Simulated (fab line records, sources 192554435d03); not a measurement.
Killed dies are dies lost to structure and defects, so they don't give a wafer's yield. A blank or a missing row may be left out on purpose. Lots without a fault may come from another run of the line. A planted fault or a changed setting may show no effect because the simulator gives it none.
fab line records | flow n5_finfet
record lots=7 wafers=39
route steps=1938 shown BEOL_M10@1512 BEOL_M12@1639
start_h: hours from the record's first day to the start of the lot's first wafer shown | wait_h: hours since the lot's step before | " the same as in the row above | L1.1+2: a row that stands for several wafers | - no value, or no start given | * or withheld: withheld | < > ~ a bound
route shown NAME@n: a module of which the file shows steps, and the number in the route of the first | usual: mean/standard deviation of fault-free wafers | same: alike in all rows | chamber/n: place in a boat | sites: the reading at each site | _std_site: their standard deviation | _edge_site: outer sites' mean less inner sites' | radius_mm: how far each site lies from the wafer's centre | mask NAME#n: copy n | behind: the tool/chamber that last shaped the wafer | hold: why the lot was held/for how many hours/how that ended | device: the transistor (n, p or np) that didn't switch | end of line: the same wafers' tests at the end of the route | a step without rows: its recipe alone | killed: dies lost to structure and defects at the first sort, not the wafer's yield | map: a wafer's dies, x killed, . not, _ none there
set.NAME: the setting as run; set.NAME@STEP: as run at that earlier step | model.NAME: the simulator's own value behind a step, which no gauge read
lots whose settings were changed on purpose; a table a step, a row a wafer
## steps
# step N5_BEOL_M10_TRENCH_ETCH_37
# recipe chemistry=C4F6/O2 target_depth_a=1488.3 target=SiCOH_lowk time_s=48 ion_energy_ev=250 pressure_mtorr=30 source_w=345 bias_w=185 Ar_flow_sccm=300 C4F6_flow_sccm=10 O2_flow_sccm=10
# columns lot.wafer tool chamber start_h wait_h set.time_s model.BEOL_M10.feature_depth_nm model.etch.depth_nm model.TiN_of_BEOL_M10_HM_DEP_02.thk_nm
L079.1 rie_diel-04 2 - - 68.07 219.2 219.3 14
L079.2 " 1 " " 68.07 209.2 209.2 14.2
L079.3 " 3 " " 68.07 215 214.9 14
L079.4 " 0 " " 48 152 152 15.8
L079.5 " 2 " " 48 155 155.1 15.6
L079.6 " 1 " " 48 148.2 148.1 16
L081.1 rie_diel-06 3 - - 48 153.6 153.7 15.6
L081.2 " 0 " " 48 148.2 148.3 16
L081.3 " 1 " " 48 148.2 148.2 15.8
L081.4 " 2 " " 48 147.8 147.9 15.8
L081.5 " 3 " " 48 152.8 152.7 15.6
L081.6 " 0 " " 48 148 148 15.8
L086.1 rie_diel-02 1 - - 48 151 151 16.2
L086.2+6 " 2,0 " " 48 149.2 149.2 16
L086.3 " 3 " " 48 151 151 16
L086.4 " 0 " " 48 148.8 148.8 16
L086.5 " 1 " " 48 149.8 149.7 16
L085.1 rie_diel-04 2 - - 48 150.8 150.8 16
L085.2 " 0 " " 65.35 203.6 203.5 14.8
L085.3 " 3 " " 65.35 201 201.1 14.6
L085.4 " 0 " " 48 150.2 150.1 16.2
L085.5 " 2 " " 48 152 152 16
L085.6 " 3 " " 65.35 203.6 203.7 14.6
L087.1 rie_diel-06 2 - - 48 146.6 146.6 16
L087.2 " 3 " " 48 152.6 152.6 16.2
L087.3 " 1 " " 48 146.2 146.2 16.2
L087.4 " 3 " " 48 152.4 152.3 16
L087.5 " 1 " " 48 145.4 145.4 16.2
L087.6 " 2 " " 48 146.6 146.6 16.2
L091.1 rie_diel-02 3 - - 48 150.2 150.2 16.2
L091.2 " 0 " " 48 148.2 148.2 16.2
L091.3 " 2 " " 48 148.8 148.8 16.2
L091.4 " 1 " " 48 149.6 149.6 16.2
L091.5 " 3 " " 48 150.2 150.3 16.2
L091.6 " 2 " " 48 149 148.9 16.4
L094.1 rie_diel-04 0 - - 48 149.4 149.4 15.8
L094.3 " 1 " " 48 151.8 151.7 15.8
L094.4 " 3 " " 48 149.6 149.6 15.8
# step N5_BEOL_M10_ETCH_41
# recipe chemistry=CH3F/O2 target=SiCN target_depth_a=426 taper_deg=2 time_s=86 ion_energy_ev=120 mask_material=TiN pressure_mtorr=30 source_w=395 bias_w=75 Ar_flow_sccm=150 CH3F_flow_sccm=30 O2_flow_sccm=20
# step N5_BEOL_M10_STRIP_77
# recipe chemistry=N2/H2 time_s=10 power_w=450 temp_c=40 pressure_mtorr=20 rf_frequency_hz=6e+07 bias_power_w=7 n2_flow_sccm=200 h2_flow_sccm=200
# step N5_BEOL_M10_OCD_MEAS_38
# usual trench_depth_nm=149.6/2.3
# columns lot.wafer tool chamber start_h wait_h set.time_s@BEOL_M10_TRENCH_ETCH_37 trench_depth_nm
L079.1 ocd-02 - 253.54 - 68.07 219.2
L079.2 " - " " 68.07 209.2
L079.3 " - " " 68.07 214.4
L079.4 " - " " 48 152.5
L079.5 " - " " 48 155.4
L079.6 " - " " 48 148.5
L081.1 ocd-02 - 271.43 - 48 153.7
L081.2 " - " " 48 148.3
L081.3 " - " " 48 148.0
L081.4 " - " " 48 148.0
L081.5 " - " " 48 152.5
L081.6 " - " " 48 148.2
L086.1 ocd-02 - 279.78 - 48 150.6
L086.2 " - " " 48 149.5
L086.3 " - " " 48 151.3
L086.4 " - " " 48 148.6
L086.5 " - " " 48 149.3
L086.6 " - " " 48 149.6
L085.1 ocd-02 - 287.17 - 48 150.6
L085.2 " - " " 65.35 203.5
L085.3 " - " " 65.35 201.3
L085.4 " - " " 48 150.4
L085.5 " - " " 48 151.8
L085.6 " - " " 65.35 203.4
L087.1 ocd-01 - 293.23 - 48 146.3
L087.2 " - " " 48 152.9
L087.3 " - " " 48 146.0
L087.4 " - " " 48 152.6
L087.5 " - " " 48 145.1
L087.6 " - " " 48 146.2
L091.1 ocd-02 - 315.61 - 48 150.4
L091.2 " - " " 48 148.3
L091.3 " - " " 48 149.0
L091.4 " - " " 48 148.9
L091.5 " - " " 48 150.7
L091.6 " - " " 48 149.0
L094.1 ocd-02 - 345.72 - 48 149.1
L094.3 " - " " 48 151.7
L094.4 " - " " 48 149.5
# step N5_BEOL_M10_HM_STRIP_39
# recipe chemistry=peroxide_tin_strip material=TiN target_depth_a=250 temp_c=50 time_s=158
# step N5_BEOL_M10_SRD_40
# recipe time_s=30 temp_c=23 rinse_liquid=diw dry=ipa_marangoni
# step N5_BEOL_M10_ECD_50
# recipe material=Cu target_thk_a=3180
# step N5_BEOL_M10_ANNEAL_51
# recipe temp_c=225 time_s=90 ambient=N2
# step N5_BEOL_M10_CMP_52
# recipe stop_on=SiCOH_lowk t_overpolish_s=7 down_force_psi=1 platen_rpm=50 clearing_platen_down_force_psi=1.5 clearing_platen_rpm=50 post_cmp_clean=cu_alkaline target_thk_nm=140 clearing_platen_pad_velocity_m_s=0.99484 pad_velocity_m_s=0.99484
# columns lot.wafer tool chamber start_h wait_h set.time_s@BEOL_M10_TRENCH_ETCH_37 model.Cu_of_BEOL_M10_ECD_50.thk_nm
L079.4 cmp-02 1 256.37 0.1 48 143.8
L079.3 " 2 " " 68.07 205.6
L079.2 " 3 " " 68.07 200
L079.1 " 0 " " 68.07 211.6
L079.5 " 1 " " 48 146.8
L079.6 " 2 " " 48 139
L081.2 cmp-03 0 273.30 0.2 48 139
L081.4+3 " 1,2 " " 48 138.6
L081.1 " 3 " " 48 144
L081.6 " 0 " " 48 138.4
L081.5 " 1 " " 48 143.6
L086.3 cmp-03 0 281.67 0.2 48 142
L086.2 " 1 " " 48 139.6
L086.1+4+6 " 2,3,0 " " 48 140.6
L086.5 " 1 " " 48 141
L085.1 cmp-03 3 289.95 0.3 48 143.2
L085.4 " 0 " " 48 141
L085.2 " 1 " " 65.35 195.2
L085.3 " 2 " " 65.35 192.2
L085.5 " 3 " " 48 144
L085.6 " 0 " " 65.35 195
L087.1 cmp-02 1 295.32 0.3 48 139
L087.4 " 2 " " 48 143.4
L087.3 " 3 " " 48 137.8
L087.2 " 0 " " 48 145.2
L087.6 " 1 " " 48 138.4
L087.5 " 2 " " 48 137
L091.4+5 cmp-04 0 317.46 0.1 48 141
L091.2 " 1 " " 48 139
L091.1 " 2 " " 48 142.4
L091.3+6 " 3,1 " " 48 139.4
L094.1 cmp-04 3 347.85 0.3 48 140.6
L094.3 " 0 " " 48 143.6
L094.4 " 1 " " 48 141.8
# step N5_BEOL_M10_THK_MEAS_53
# recipe thk_meas_gauge=xrf reads=Cu_of_BEOL_M10_ECD_50
# usual M10_THK=143.3/2.6
# columns lot.wafer tool chamber start_h wait_h set.time_s@BEOL_M10_TRENCH_ETCH_37 M10_THK[nm]
L079.1 film_metro-02 - 256.66 - 68.07 214.5
L079.2 " - " " 68.07 203.9
L079.3 " - " " 68.07 208.8
L079.4 " - " " 48 145.9
L079.5 " - " " 48 148.7
L079.6 " - " " 48 140.1
L081.1 film_metro-02 - 273.59 - 48 145.8
L081.2 " - " " 48 140.7
L081.3 " - " " 48 140.3
L081.4 " - " " 48 140.5
L081.5 " - " " 48 145.6
L081.6 " - " " 48 139.8
L086.1 film_metro-02 - 281.97 - 48 143.8
L086.2 " - " " 48 143.1
L086.3 " - " " 48 145.1
L086.4 " - " " 48 143.4
L086.5 " - " " 48 144.3
L086.6 " - " " 48 144.2
L085.1 film_metro-02 - 290.25 - 48 145.3
L085.2 " - " " 65.35 197.8
L085.3 " - " " 65.35 195.8
L085.4 " - " " 48 142.9
L085.5 " - " " 48 145.8
L085.6 " - " " 65.35 198.0
L087.1 film_metro-02 - 295.62 - 48 141.5
L087.2 " - " " 48 147.3
L087.3 " - " " 48 140.0
L087.4 " - " " 48 145.5
L087.5 " - " " 48 139.2
L087.6 " - " " 48 141.0
L091.1 film_metro-01 - 317.76 - 48 145.3
L091.2 " - " " 48 141.9
L091.3 " - " " 48 141.9
L091.4 " - " " 48 143.6
L091.5 " - " " 48 143.2
L091.6 " - " " 48 142.0
L094.1 film_metro-01 - 348.11 - 48 143.1
L094.3 " - " " 48 146.1
L094.4 " - " " 48 144.6
# step N5_BEOL_M10_PRE_CLEAN_55
# recipe gas=NH3 time_s=15 temp_c=withheld rf_power_w=300
# step N5_BEOL_M10_DEP_56
# recipe material=SiCN target_thk_a=150 temp_c=withheld precursor=3MS/NH3 pressure_torr=3 rf_w=202 time_s=26.5
# step N5_BEOL_M10_RS_MEAS_57
# recipe thk_meas_gauge=four-point-probe reads=Cu_of_BEOL_M10_ECD_50+Co_of_BEOL_M10_CVD_75+TaN_of_BEOL_M10_ALD_74
# usual M10_RS=0.1502/0.0028
# columns lot.wafer tool chamber start_h wait_h set.time_s@BEOL_M10_TRENCH_ETCH_37 M10_RS[ohm/sq]
L079.1 film_metro-02 - 256.80 0.1 68.07 0.0965
L079.2 " - " " 68.07 0.1024
L079.3 " - " " 68.07 0.0994
L079.4 " - " " 48 0.1466
L079.5 " - " " 48 0.1437
L079.6 " - " " 48 0.1522
L081.1 film_metro-01 - 273.73 0.1 48 0.1462
L081.2 " - " " 48 0.1525
L081.3 " - " " 48 0.1525
L081.4 " - " " 48 0.1527
L081.5 " - " " 48 0.1470
L081.6 " - " " 48 0.1531
L086.1 film_metro-02 - 282.10 0.1 48 0.1505
L086.2 " - " " 48 0.1514
L086.3 " - " " 48 0.1483
L086.4 " - " " 48 0.1504
L086.5 " - " " 48 0.1498
L086.6 " - " " 48 0.1501
L085.1 film_metro-01 - 290.38 0.1 48 0.1474
L085.2 " - " " 65.35 0.1052
L085.3 " - " " 65.35 0.1070
L085.4 " - " " 48 0.1498
L085.5 " - " " 48 0.1463
L085.6 " - " " 65.35 0.1054
L087.1 film_metro-01 - 295.75 0.1 48 0.1523
L087.2 " - " " 48 0.1451
L087.3 " - " " 48 0.1535
L087.4 " - " " 48 0.1469
L087.5 " - " " 48 0.1548
L087.6 " - " " 48 0.1530
L091.1 film_metro-01 - 317.89 0.1 48 0.1481
L091.2 " - " " 48 0.1526
L091.3 " - " " 48 0.1517
L091.4 " - " " 48 0.1499
L091.5 " - " " 48 0.1500
L091.6 " - " " 48 0.1521
L094.1 film_metro-02 - 348.24 0.1 48 0.1503
L094.3 " - " " 48 0.1470
L094.4 " - " " 48 0.1489
# step N5_BEOL_M12_TRENCH_ETCH_34
# recipe chemistry=C4F8/O2/Ar target=SiOC target_depth_a=3189.5 mask_material=SOC pressure_mtorr=30 source_w=3000 bias_w=700 Ar_flow_sccm=400 C4F8_flow_sccm=15 O2_flow_sccm=8 he_inner_torr=15 he_outer_torr=30 time_s=125.5 ion_energy_ev=250
# columns lot.wafer tool chamber start_h wait_h set.target_depth_a model.etch.depth_nm
L079.1 rie_diel-06 1 268.46 0.0 1533 153.7
L079.2 " 0 " " 1533 154.8
L079.3 " 2 " " 3189.5 321.1
L079.4 " 3 " " 3189.5 328
L079.5 " 2 " " 1533 155
L079.6 " 3 " " 3189.5 330.2
L081.1 rie_diel-02 3 282.57 0.0 3189.5 324.3
L081.2 " 0 " " 3189.5 323.5
L081.3 " 1 " " 3189.5 326.4
L081.4 " 2 " " 3189.5 320.3
L081.5 " 1 " " 3189.5 324.8
L081.6 " 2 " " 3189.5 322.3
L086.1 rie_diel-02 1 291.15 0.0 4416 447.6
L086.2 " 0 " " 3189.5 318.9
L086.3 " 2 " " 4416 441.4
L086.4 " 3 " " 4416 449.1
L086.5 " 0 " " 3189.5 321
L086.6 " 3 " " 3189.5 319.6
L085.1 rie_diel-06 2 299.33 0.0 3189.5 317.8
L085.2 " 1 " " 3189.5 315.6
L085.3 " 3 " " 3189.5 323.6
L085.4 " 2 " " 3189.5 316.6
L085.5 " 1 " " 3189.5 316.1
L085.6 " 3 " " 3189.5 327.1
L087.1 rie_diel-02 3 305.93 0.0 5006 509.3
L087.2 " 2 " " 5006 502.3
L087.3 " 0 " " 5006 508.2
L087.4 " 1 " " 3189.5 326.7
L087.5 " 1 " " 3189.5 326.9
L087.6 " 0 " " 3189.5 320.1
L091.1 rie_diel-02 3 326.25 0.0 3189.5 325.5
L091.2 " 1 " " 1417 144.9
L091.3 " 2 " " 3189.5 319.7
L091.4 " 0 " " 1417 142.5
L091.5 " 1 " " 3189.5 329.2
L091.6 " 0 " " 1417 144
L094.1 rie_diel-04 0 355.90 0.0 3189.5 325.2
L094.3 " 2 " " 3189.5 325.7
L094.4 " 3 " " 3189.5 323
# step N5_BEOL_M12_STRIP_70
# recipe chemistry=C4F8/O2/Ar resist=SiARC rf_frequency_hz=6e+07
# step N5_BEOL_M12_OCD_MEAS_35
# usual trench_depth_nm=322/4.1
# columns lot.wafer tool chamber start_h wait_h set.target_depth_a@BEOL_M12_TRENCH_ETCH_34 trench_depth_nm
L079.1 ocd-01 - 268.61 0.0 1533 154
L079.2 " - " " 1533 155
L079.3 " - " " 3189.5 321
L079.4 " - " " 3189.5 328
L079.5 " - " " 1533 155
L079.6 " - " " 3189.5 330
L081.1 ocd-01 - 282.72 0.0 3189.5 324
L081.2 " - " " 3189.5 324
L081.3 " - " " 3189.5 326
L081.4 " - " " 3189.5 321
L081.5 " - " " 3189.5 325
L081.6 " - " " 3189.5 322
L086.1 ocd-02 - 291.30 0.0 4416 448
L086.2 " - " " 3189.5 319
L086.3 " - " " 4416 442
L086.4 " - " " 4416 449
L086.5 " - " " 3189.5 321
L086.6 " - " " 3189.5 319
L085.1 ocd-01 - 299.48 0.0 3189.5 317
L085.2 " - " " 3189.5 316
L085.3 " - " " 3189.5 324
L085.4 " - " " 3189.5 317
L085.5 " - " " 3189.5 316
L085.6 " - " " 3189.5 327
L087.1 ocd-02 - 306.08 0.0 5006 509
L087.2 " - " " 5006 502
L087.3 " - " " 5006 508
L087.4 " - " " 3189.5 326
L087.5 " - " " 3189.5 327
L087.6 " - " " 3189.5 320
L091.1 ocd-01 - 326.40 0.0 3189.5 325
L091.2 " - " " 1417 145
L091.3 " - " " 3189.5 320
L091.4 " - " " 1417 143
L091.5 " - " " 3189.5 329
L091.6 " - " " 1417 144
L094.1 ocd-01 - 356.05 0.0 3189.5 325
L094.3 " - " " 3189.5 325
L094.4 " - " " 3189.5 323
# step N5_BEOL_M12_STRIP_37
# recipe chemistry=N2/H2 power_w=1000 temp_c=250 h2_frac=0.65 overash_fraction=0.3 pressure_mtorr=withheld n2_flow_sccm=1750 h2_flow_sccm=3250
# step N5_BEOL_M12_ETCH_38
# recipe chemistry=CF4/N2 target=SiCN target_depth_a=687 taper_deg=2 time_s=73.4 ion_energy_ev=150 mask_material=SiO2 pressure_mtorr=40 source_w=430 bias_w=70 Ar_flow_sccm=100 cf4_flow_sccm=60 n2_flow_sccm=60
# step N5_BEOL_M12_ECD_47
# recipe material=Cu target_thk_a=7200
# step N5_BEOL_M12_ANNEAL_48
# recipe temp_c=225 time_s=90 ambient=N2
# step N5_BEOL_M12_CMP_49
# recipe stop_on=SiOC t_overpolish_s=20.6 down_force_psi=1 platen_rpm=50 clearing_platen_down_force_psi=1.5 clearing_platen_rpm=50 post_cmp_clean=cu_alkaline target_thk_nm=320 clearing_platen_pad_velocity_m_s=0.99484 pad_velocity_m_s=0.99484
# columns lot.wafer tool chamber start_h wait_h set.target_depth_a@BEOL_M12_TRENCH_ETCH_34 model.Cu_of_BEOL_M12_ECD_47.thk_nm
L079.3 cmp-02 1 270.21 0.2 3189.5 322.4
L079.2 " 2 " " 1533 156.8
L079.4 " 3 " " 3189.5 331
L079.1 " 0 " " 1533 156.6
L079.5 " 1 " " 1533 157.2
L079.6 " 2 " " 3189.5 332
L081.3 cmp-02 1 284.59 0.2 3189.5 328.8
L081.2 " 2 " " 3189.5 324.4
L081.4 " 3 " " 3189.5 322.2
L081.1 " 0 " " 3189.5 323.8
L081.5 " 1 " " 3189.5 326.4
L081.6 " 2 " " 3189.5 324.6
L086.4 cmp-01 3 295.18 0.1 4416 449.8
L086.3 " 0 " " 4416 442
L086.2 " 1 " " 3189.5 320.8
L086.1 " 2 " " 4416 447.8
L086.5 " 3 " " 3189.5 322.6
L086.6 " 0 " " 3189.5 320.4
L085.3 cmp-01 0 301.21 0.2 3189.5 325.2
L085.4 " 1 " " 3189.5 318.4
L085.1 " 2 " " 3189.5 318.6
L085.2 " 3 " " 3189.5 316.6
L085.5 " 0 " " 3189.5 317.6
L085.6 " 1 " " 3189.5 329
L087.1 cmp-02 0 314.00 0.5 5006 512.4
L087.4 " 1 " " 3189.5 327.6
L087.2 " 2 " " 5006 503.6
L087.3 " 3 " " 5006 510.2
L087.5 " 0 " " 3189.5 328
L087.6 " 1 " " 3189.5 321.2
L091.2 cmp-01 2 333.71 0.2 1417 144
L091.4 " 3 " " 1417 143.2
L091.1 " 0 " " 3189.5 325.6
L091.3 " 1 " " 3189.5 320
L091.5 " 2 " " 3189.5 328.2
L091.6 " 3 " " 1417 145
L094.1 cmp-02 0 359.62 0.3 3189.5 326
L094.3 " 1 " " 3189.5 326.2
L094.4 " 2 " " 3189.5 324.4
# step N5_BEOL_M12_THK_MEAS_50
# recipe thk_meas_gauge=xrf reads=Cu_of_BEOL_M12_ECD_47
# usual M12_THK=331/4.9
# columns lot.wafer tool chamber start_h wait_h set.target_depth_a@BEOL_M12_TRENCH_ETCH_34 M12_THK[nm]
L079.1 film_metro-02 - 270.51 - 1533 160
L079.2 " - " " 1533 161
L079.3 " - " " 3189.5 331
L079.4 " - " " 3189.5 340
L079.5 " - " " 1533 160
L079.6 " - " " 3189.5 341
L081.1 film_metro-02 - 284.88 - 3189.5 332
L081.2 " - " " 3189.5 333
L081.3 " - " " 3189.5 337
L081.4 " - " " 3189.5 331
L081.5 " - " " 3189.5 334
L081.6 " - " " 3189.5 334
L086.1 film_metro-02 - 295.47 - 4416 458
L086.2 " - " " 3189.5 328
L086.3 " - " " 4416 449
L086.4 " - " " 4416 460
L086.5 " - " " 3189.5 330
L086.6 " - " " 3189.5 324
L085.1 film_metro-02 - 301.50 - 3189.5 327
L085.2 " - " " 3189.5 326
L085.3 " - " " 3189.5 334
L085.4 " - " " 3189.5 328
L085.5 " - " " 3189.5 327
L085.6 " - " " 3189.5 339
L087.1 film_metro-02 - 314.30 - 5006 529
L087.2 " - " " 5006 516
L087.3 " - " " 5006 523
L087.4 " - " " 3189.5 333
L087.5 " - " " 3189.5 334
L087.6 " - " " 3189.5 327
L091.1 film_metro-01 - 334.00 - 3189.5 333
L091.2 " - " " 1417 147
L091.3 " - " " 3189.5 328
L091.4 " - " " 1417 145
L091.5 " - " " 3189.5 337
L091.6 " - " " 1417 148
L094.1 film_metro-02 - 359.88 - 3189.5 333
L094.3 " - " " 3189.5 333
L094.4 " - " " 3189.5 331
# step N5_BEOL_M12_PRE_CLEAN_52
# recipe gas=NH3 time_s=15 temp_c=withheld rf_power_w=300
# step N5_BEOL_M12_DEP_53
# recipe material=SiCN target_thk_a=300 temp_c=withheld precursor=3MS/NH3 pressure_torr=3 rf_w=675 time_s=10.5
# step N5_BEOL_M12_RS_MEAS_54
# recipe thk_meas_gauge=four-point-probe reads=Cu_of_BEOL_M12_ECD_47+Ta_of_BEOL_M12_SPUTTER_44+TaN_of_BEOL_M12_SPUTTER_43
# usual M12_RS=0.0595/0.00084
# columns lot.wafer tool chamber start_h wait_h set.target_depth_a@BEOL_M12_TRENCH_ETCH_34 M12_RS[ohm/sq]
L079.1 film_metro-02 - 270.63 0.0 1533 0.1286
L079.2 " - " " 1533 0.1282
L079.3 " - " " 3189.5 0.0596
L079.4 " - " " 3189.5 0.0579
L079.5 " - " " 1533 0.1283
L079.6 " - " " 3189.5 0.0578
L081.1 film_metro-01 - 285.01 0.0 3189.5 0.0593
L081.2 " - " " 3189.5 0.0593
L081.3 " - " " 3189.5 0.0583
L081.4 " - " " 3189.5 0.0596
L081.5 " - " " 3189.5 0.0589
L081.6 " - " " 3189.5 0.0592
L086.1 film_metro-01 - 295.60 0.0 4416 0.0424
L086.2 " - " " 3189.5 0.0599
L086.3 " - " " 4416 0.0430
L086.4 " - " " 4416 0.0422
L086.5 " - " " 3189.5 0.0595
L086.6 " - " " 3189.5 0.0599
L085.1 film_metro-01 - 301.63 0.0 3189.5 0.0604
L085.2 " - " " 3189.5 0.0607
L085.3 " - " " 3189.5 0.0590
L085.4 " - " " 3189.5 0.0604
L085.5 " - " " 3189.5 0.0606
L085.6 " - " " 3189.5 0.0584
L087.1 film_metro-02 - 314.42 0.0 5006 0.0369
L087.2 " - " " 5006 0.0375
L087.3 " - " " 5006 0.0371
L087.4 " - " " 3189.5 0.0585
L087.5 " - " " 3189.5 0.0585
L087.6 " - " " 3189.5 0.0599
L091.1 film_metro-01 - 334.13 0.0 3189.5 0.0591
L091.2 " - " " 1417 0.1411
L091.3 " - " " 3189.5 0.0601
L091.4 " - " " 1417 0.1424
L091.5 " - " " 3189.5 0.0585
L091.6 " - " " 1417 0.1402
L094.1 film_metro-02 - 360.01 0.0 3189.5 0.0590
L094.3 " - " " 3189.5 0.0590
L094.4 " - " " 3189.5 0.0592
## key
split step=N5_BEOL_M10_TRENCH_ETCH_37 setting=time_s stated=48 by=wafer
response step=N5_BEOL_M10_TRENCH_ETCH_37 reading=model.BEOL_M10.feature_depth_nm change=+1.47 per=1% r=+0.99
response step=N5_BEOL_M10_TRENCH_ETCH_37 reading=model.etch.depth_nm change=+1.47 per=1% r=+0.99
response step=N5_BEOL_M10_TRENCH_ETCH_37 reading=model.TiN_of_BEOL_M10_HM_DEP_02.thk_nm change=-0.0403 per=1% r=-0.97
response step=N5_BEOL_M10_OCD_MEAS_38 reading=trench_depth_nm change=+1.46 per=1% r=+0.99
response step=N5_BEOL_M10_CMP_52 reading=model.Cu_of_BEOL_M10_ECD_50.thk_nm change=+1.46 per=1% r=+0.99
response step=N5_BEOL_M10_THK_MEAS_53 reading=M10_THK change=+1.5 per=1% r=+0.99
response step=N5_BEOL_M10_RS_MEAS_57 reading=M10_RS change=-0.00115 per=1% r=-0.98
split step=N5_BEOL_M12_TRENCH_ETCH_34 setting=target_depth_a stated=3189.5 by=wafer
response step=N5_BEOL_M12_TRENCH_ETCH_34 reading=model.etch.depth_nm change=+3.26 per=1% r=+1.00
response step=N5_BEOL_M12_OCD_MEAS_35 reading=trench_depth_nm change=+3.26 per=1% r=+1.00
response step=N5_BEOL_M12_CMP_49 reading=model.Cu_of_BEOL_M12_ECD_47.thk_nm change=+3.25 per=1% r=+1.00
response step=N5_BEOL_M12_THK_MEAS_50 reading=M12_THK change=+3.37 per=1% r=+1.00
response step=N5_BEOL_M12_RS_MEAS_54 reading=M12_RS change=-0.000961 per=1% r=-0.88
